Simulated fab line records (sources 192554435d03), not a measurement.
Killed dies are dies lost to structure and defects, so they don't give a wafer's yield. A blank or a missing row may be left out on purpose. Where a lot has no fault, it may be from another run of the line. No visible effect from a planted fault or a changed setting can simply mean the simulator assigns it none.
fab line records + flow n5Finfet + part 2 of 2: steps 23 to 28 of 28
[record]
- lots = 5
- wafers = 15
- lastDay = 16
route steps=1938 shown FIN_SAQP@94
lots that met no fault: from a run of the same line without faults
startH: hours from the record's opening day to when the first of the lot's shown wafers began + waitH: time in hours since the lot's previous step + " the same as in the row above + L1.1+2: several wafers, shown together as one row + - no value, or no start was given + * or withheld: withheld + < > ~ a bound
route shown NAME@n: NAME is a module with steps in the file, n the number in the route of the first one + usual: mean/standard deviation taken from wafers without a fault + same: alike in all rows + chamber/n: place in a boat + sites: the reading at each site + _std_site: standard deviation across them + _edge_site: the outer-site mean with the inner-site mean subtracted + radiusMm: how far each site lies from the wafer's centre + mask NAME#n: copy n + behind: tool/chamber where the wafer was last shaped + hold: the reason the lot was held/the length of the hold in hours/how it ended + device: transistor that didn't switch, given as n, p or np + end of line: tests run on the same wafers once the route is complete + a step given without rows: its recipe and nothing more + killed: count of dies lost to structure and defects at first sort (not the wafer's yield) + map: the dies of a wafer, with x for killed, . for not killed, _ for no die there
set.NAME: the setting the step ran with; set.NAME@STEP: the setting that earlier step ran with + model.NAME: the simulator's own value behind a step, which no gauge read
lots at selected steps of the route; one table per step, one row per wafer
services: a tool's chamber out of use, with start hour (startH, from the record's first day; less than 0 if before it), hours out, and reason
[[steps]]
[step N5_FIN_SAQP_ETCH_52]
[recipe]
- chemistry = N2/H2
- target = SOC
- targetDepthA = 1000
- overetchA = 200
- maskMaterial = SiARC
- tempC = 40
- timeS = 150
- ionEnergyEv = 200
- pressureMtorr = 30
- sourceW = 840
- biasW = 150
- n2FlowSccm = 200
- h2FlowSccm = 200
- ends = endPoint
[usual]
- drypumpMotorCurrentA = 5.6/0.52
- oesProductAu = 0.68/0.067
- rfVppV = 523.2/2.2
- showerheadPlenumPTorr = 2.52/0.077
- throttleValvePct = 17.90/0.25
| lot.wafer | tool       | chamber | startH | waitH | drypumpMotorCurrentA | oesProductAu | rfHoursCounterH | rfVppV | showerheadPlenumPTorr | throttleValvePct |
|-----------|------------|---------|--------|-------|----------------------|--------------|-----------------|--------|-----------------------|------------------|
| L074.1    | rieDiel-04 | 3       | 21.47  | 0.0   | 6.2                  | 0.66         | 206             | 522.5  | 2.52                  | 17.79            |
| L074.5    | "          | 0       | "      | "     | 5.0                  | 0.65         | -               | 524.0  | 2.55                  | 18.24            |
| L074.6    | "          | 3       | "      | "     | 6.2                  | 0.65         | -               | 523.1  | 2.52                  | 17.77            |
| L089.4    | rieDiel-04 | 0       | 112.22 | 0.0   | 5.0                  | 0.63         | 231             | 524.0  | 2.54                  | 18.29            |
| L089.5    | "          | 3       | "      | "     | 6.2                  | 0.63         | -               | 523.2  | 2.51                  | 17.84            |
| L089.6    | "          | 0       | "      | "     | 5.0                  | 0.63         | -               | 522.1  | 2.54                  | 18.31            |
| L091.3    | rieDiel-04 | 2       | 123.92 | 0.0   | 5.1                  | 0.63         | 245             | 522.9  | 2.51                  | 17.97            |
| L091.4    | "          | 3       | "      | "     | 6.2                  | 0.63         | 242             | 523.1  | 2.51                  | 17.84            |
| L091.5    | "          | 2       | "      | "     | 5.1                  | 0.63         | -               | 522.9  | 2.50                  | 17.96            |
| L092.1    | rieDiel-03 | 2       | 129.85 | 0.0   | 5.8                  | 0.64         | 200             | 522.6  | 2.53                  | 17.94            |
| L092.2    | "          | 0       | "      | "     | 6.2                  | 0.82         | 15              | 521.1  | 2.50                  | 17.97            |
| L092.3    | "          | 3       | "      | "     | 5.2                  | 0.69         | 126             | 527.5  | 2.67                  | 17.87            |
| L095.1    | rieDiel-04 | 3       | 147.31 | 0.0   | 6.2                  | 0.63         | 251             | 522.8  | 2.50                  | 17.85            |
| L095.4    | "          | 0       | "      | "     | 5.0                  | 0.63         | -               | 522.9  | 2.53                  | 18.34            |
| L095.5    | "          | 3       | "      | "     | 6.2                  | 0.62         | -               | 521.5  | 2.50                  | 17.85            |
[step N5_FIN_SAQP_STRIP_53]
[recipe]
- chemistry = N2/H2
- tempC = 40
- n2FlowSccm = 200
- h2FlowSccm = 200
- rfFrequencyHz = 6e+07
| lot.wafer  | tool       | chamber | startH | waitH |
|------------|------------|---------|--------|-------|
| L074.1+5+6 | rieDiel-04 | 3,0,3   | 21.57  | 0.0   |
| L089.4+5+6 | rieDiel-04 | 0,3,0   | 112.32 | 0.0   |
| L091.3+4+5 | rieDiel-04 | 2,3,2   | 124.02 | 0.0   |
| L092.1+2+3 | rieDiel-03 | 2,0,3   | 129.95 | 0.0   |
| L095.1+4+5 | rieDiel-04 | 3,0,3   | 147.41 | 0.0   |
[step N5_FIN_SAQP_HM_OPEN_73]
[recipe]
- chemistry = CHF3/O2
- target = SiO2
- stopOn = a-Si
- targetDepthA = 120
- overEtchFrac = 1.8
- maskMaterial = SOC
- timeS = 16.8
- pressureMtorr = 30
- sourceW = 650
- biasW = 170
- Ar_flow_sccm = 200
- CHF3_flow_sccm = 50
- O2_flow_sccm = 5
- ionEnergyEv = 200
- ends = endPoint
[usual]
- drypumpMotorCurrentA = 5.6/0.52
- oesProductAu = 0.45/0.044
- rfVppV = 529/8.6
- showerheadPlenumPTorr = 2.39/0.069
- throttleValvePct = 18.87/0.25
| lot.wafer | tool       | chamber | startH | waitH | drypumpMotorCurrentA | oesProductAu | rfHoursCounterH | rfVppV | showerheadPlenumPTorr | throttleValvePct |
|-----------|------------|---------|--------|-------|----------------------|--------------|-----------------|--------|-----------------------|------------------|
| L074.1    | rieDiel-04 | 3       | 21.58  | 0.0   | 6.2                  | 0.43         | 206             | 527    | 2.38                  | 18.79            |
| L074.5    | "          | 0       | "      | "     | 4.9                  | 0.44         | -               | 530    | 2.37                  | 18.89            |
| L074.6    | "          | 3       | "      | "     | 6.2                  | 0.44         | -               | 526    | 2.38                  | 18.77            |
| L089.4    | rieDiel-04 | 0       | 112.33 | 0.0   | 5.0                  | 0.42         | 231             | 532    | 2.36                  | 18.95            |
| L089.5    | "          | 3       | "      | "     | 6.2                  | 0.43         | -               | 526    | 2.37                  | 18.82            |
| L089.6    | "          | 0       | "      | "     | 4.9                  | 0.42         | -               | 530    | 2.36                  | 18.94            |
| L091.3    | rieDiel-04 | 2       | 124.03 | 0.0   | 5.1                  | 0.42         | 245             | 523    | 2.37                  | 18.92            |
| L091.4    | "          | 3       | "      | "     | 6.2                  | 0.42         | 242             | 525    | 2.36                  | 18.81            |
| L091.5    | "          | 2       | "      | "     | 5.1                  | 0.43         | -               | 522    | 2.37                  | 18.93            |
| L092.1    | rieDiel-03 | 2       | 129.96 | 0.0   | 5.8                  | 0.44         | 200             | 548    | 2.38                  | 18.79            |
| L092.2    | "          | 0       | "      | "     | 6.1                  | 0.54         | 15              | 539    | 2.37                  | 19.01            |
| L092.3    | "          | 3       | "      | "     | 5.1                  | 0.46         | 126             | 518    | 2.52                  | 18.81            |
| L095.1    | rieDiel-04 | 3       | 147.42 | 0.0   | 6.2                  | 0.41         | 251             | 525    | 2.36                  | 18.85            |
| L095.4    | "          | 0       | "      | "     | 5.0                  | 0.42         | -               | 531    | 2.35                  | 18.97            |
| L095.5    | "          | 3       | "      | "     | 6.2                  | 0.41         | -               | 525    | 2.36                  | 18.84            |
[step N5_FIN_SAQP_STRIP_74]
[recipe]
- chemistry = CHF3/O2
- resist = SiARC
- rfFrequencyHz = 6e+07
| lot.wafer  | tool       | chamber | startH | waitH |
|------------|------------|---------|--------|-------|
| L074.1+5+6 | rieDiel-04 | 3,0,3   | 21.63  | 0.0   |
| L089.4+5+6 | rieDiel-04 | 0,3,0   | 112.38 | 0.0   |
| L091.3+4+5 | rieDiel-04 | 2,3,2   | 124.08 | 0.0   |
| L092.1+2+3 | rieDiel-03 | 2,0,3   | 130.01 | 0.0   |
| L095.1+4+5 | rieDiel-04 | 3,0,3   | 147.47 | 0.0   |
[step N5_FIN_SAQP_MANDREL_ETCH_22]
[recipe]
- targetDepthA = 600
- chemistry = HBr/Cl2
- target = a-Si
- stopOn = SiNx
- btTimeS = 10
- overEtchFrac = 0.5
- timeS = 30
- pressureMtorr = 10
- icpW = 800
- biasW = 75
- HBr_flow_sccm = 150
- Cl2_flow_sccm = 80
- ends = endPoint
[usual]
- HBr_flow_sccm = 150.1/0.45
- drypumpMotorCurrentA = 5.7/0.44
- oesProductAu = 0.770/0.016
- throttleValvePct = 35.3/0.34
[same]
- btTimeS = 10
| lot.wafer | tool     | chamber | startH | waitH | HBr_flow_sccm | drypumpMotorCurrentA | oesProductAu | rfHoursCounterH | throttleValvePct |
|-----------|----------|---------|--------|-------|---------------|----------------------|--------------|-----------------|------------------|
| L074.1    | rieSi-02 | 1       | 21.66  | 0.0   | 149.1         | 6.2                  | 0.775        | 111             | 35.0             |
| L074.5    | "        | 0       | "      | "     | 150.3         | 5.3                  | 0.760        | -               | 35.4             |
| L074.6    | "        | 1       | "      | "     | 149.4         | 6.2                  | 0.780        | -               | 35.0             |
| L089.4    | rieSi-02 | 1       | 112.42 | 0.0   | 149.9         | 6.2                  | 0.779        | 112             | 35.0             |
| L089.5    | "        | 3       | "      | "     | 150.6         | 5.6                  | 0.785        | -               | 34.8             |
| L089.6    | "        | 2       | "      | "     | 150.7         | 4.9                  | 0.775        | -               | 35.7             |
| L091.3    | rieSi-02 | 3       | 124.11 | 0.0   | 149.9         | 5.7                  | 0.786        | 131             | 34.8             |
| L091.4    | "        | 1       | "      | "     | 150.4         | 6.2                  | 0.766        | 113             | 35.0             |
| L091.5    | "        | 3       | "      | "     | 150.4         | 5.7                  | 0.790        | -               | 34.8             |
| L092.1    | rieSi-02 | 3       | 130.04 | 0.0   | 149.6         | 5.7                  | 0.776        | 131             | 34.8             |
| L092.2    | "        | 0       | "      | "     | 150.8         | 5.3                  | 0.752        | 5               | 35.4             |
| L092.3    | "        | 1       | "      | "     | 150.9         | 6.2                  | 0.778        | 113             | 35.0             |
| L095.1    | rieSi-03 | 0       | 147.50 | 0.0   | 150.0         | 6.2                  | 0.776        | 7               | 35.0             |
| L095.4    | "        | 2       | "      | "     | 150.0         | 6.0                  | 0.778        | 5               | 35.1             |
| L095.5    | "        | 3       | "      | "     | 149.6         | 5.8                  | 0.765        | -               | 35.2             |
[step N5_FIN_SAQP_STRIP_55]
[recipe]
- chemistry = N2/H2
- powerW = 500
- tempC = 40
- pressureMtorr = 50
- rfFrequencyHz = 6e+07
- overashFraction = 0.3
- biasPowerW = 28
- h2Frac = 0.5
- n2FlowSccm = 300
- h2FlowSccm = 300
[usual]
- biasPowerW = 28.01/0.08
- drypumpMotorCurrentA = 5.6/0.5
- oesProductAu = 0.77/0.089
- rfVppV = 121.8/1.5
- showerheadPlenumPTorr = 3.34/0.098
- throttleValvePct = 18.9/0.41
| lot.wafer | tool       | chamber | startH | waitH | biasPowerW | drypumpMotorCurrentA | oesProductAu | rfHoursCounterH | rfVppV | showerheadPlenumPTorr | throttleValvePct |
|-----------|------------|---------|--------|-------|------------|----------------------|--------------|-----------------|--------|-----------------------|------------------|
| L074.1    | rieDiel-02 | 0       | 21.76  | 0.1   | 28.02      | 5.1                  | 0.74         | 162             | 121.7  | 3.21                  | 18.9             |
| L074.5    | "          | 2       | "      | "     | 28.02      | 5.1                  | 0.98         | -               | 122.6  | 3.32                  | 18.8             |
| L074.6    | "          | 1       | "      | "     | 28.08      | 6.4                  | 0.71         | -               | 120.9  | 3.33                  | 18.4             |
| L089.4    | rieDiel-03 | 3       | 112.52 | 0.1   | 27.99      | 5.2                  | 0.77         | 120             | 122.1  | 3.53                  | 19.0             |
| L089.5    | "          | 2       | "      | "     | 27.95      | 5.9                  | 0.72         | -               | 120.6  | 3.34                  | 19.2             |
| L089.6    | "          | 3       | "      | "     | 28.07      | 5.2                  | 0.76         | -               | 123.2  | 3.53                  | 19.0             |
| L091.3    | rieDiel-03 | 1       | 124.21 | 0.1   | 28.02      | 5.3                  | 0.83         | 57              | 122.8  | 3.26                  | 18.4             |
| L091.4    | "          | 3       | "      | "     | 28.15      | 5.2                  | 0.75         | 124             | 124.4  | 3.52                  | 19.0             |
| L091.5    | "          | 1       | "      | "     | 28.04      | 5.3                  | 0.83         | -               | 122.7  | 3.26                  | 18.3             |
| L092.1    | rieDiel-02 | 2       | 130.14 | 0.1   | 27.90      | 5.2                  | 0.87         | 41              | 123.7  | 3.30                  | 18.9             |
| L092.2    | "          | 3       | "      | "     | 28.10      | 5.3                  | 0.97         | 11              | 123.6  | 3.56                  | 18.3             |
| L092.3    | "          | 1       | "      | "     | 28.10      | 6.4                  | 0.69         | 237             | 120.6  | 3.31                  | 18.4             |
| L095.1    | rieDiel-03 | 0       | 147.60 | 0.1   | 28.04      | 6.1                  | 0.91         | 22              | 120.7  | 3.29                  | 19.0             |
| L095.4    | "          | 1       | "      | "     | 28.05      | 5.3                  | 0.84         | 59              | 120.4  | 3.26                  | 18.3             |
| L095.5    | "          | 1       | "      | "     | 28.04      | 5.3                  | 0.84         | -               | 121.3  | 3.26                  | 18.3             |
[[services]]
| tool           | chamber | startH | hours | kind   |
|----------------|---------|--------|-------|--------|
| rieDiel-02     | 1       | 3.75   | 3.2   | repair |
| arfiScanner-03 | -       | 9.46   | 1.3   | pm     |
| rtpAnneal-01   | -       | 10.40  | 1.3   | repair |
| arfiScanner-02 | -       | 18.63  | 0.8   | pm     |
| pecvd-01       | -       | 19.64  | 0.6   | repair |
| arfiScanner-03 | -       | 19.86  | 2.2   | repair |
| pecvd-01       | 0       | 21.34  | 11.6  | repair |
| rieSi-02       | 1       | 26.48  | 19.3  | repair |
| pecvd-02       | -       | 32.22  | 14.6  | pm     |
| arfiScanner-02 | -       | 35.12  | 2.0   | repair |
| rieSi-02       | -       | 43.05  | 3.5   | repair |
| pecvd-02       | -       | 48.61  | 0.9   | repair |
| aldSin-02      | 1       | 60.81  | 2.9   | repair |
| rieDiel-03     | 0       | 63.04  | 1.6   | repair |
| arfiScanner-02 | -       | 63.38  | 1.3   | pm     |
| pecvd-02       | -       | 64.22  | 5.5   | pm     |
| rieSi-02       | -       | 83.60  | 2.8   | pm     |
| arfiScanner-02 | -       | 87.43  | 1.5   | repair |
| pecvd-01       | 0       | 98.32  | 30.1  | repair |
| pecvd-02       | 1       | 105.49 | 26.6  | repair |
| pecvd-02       | 2       | 120.62 | 4.6   | repair |
| arfiScanner-02 | -       | 127.04 | 17.3  | pm     |
| rieDiel-03     | 1       | 129.58 | 13.2  | repair |
| arfiScanner-02 | -       | 144.37 | 1.0   | pm     |
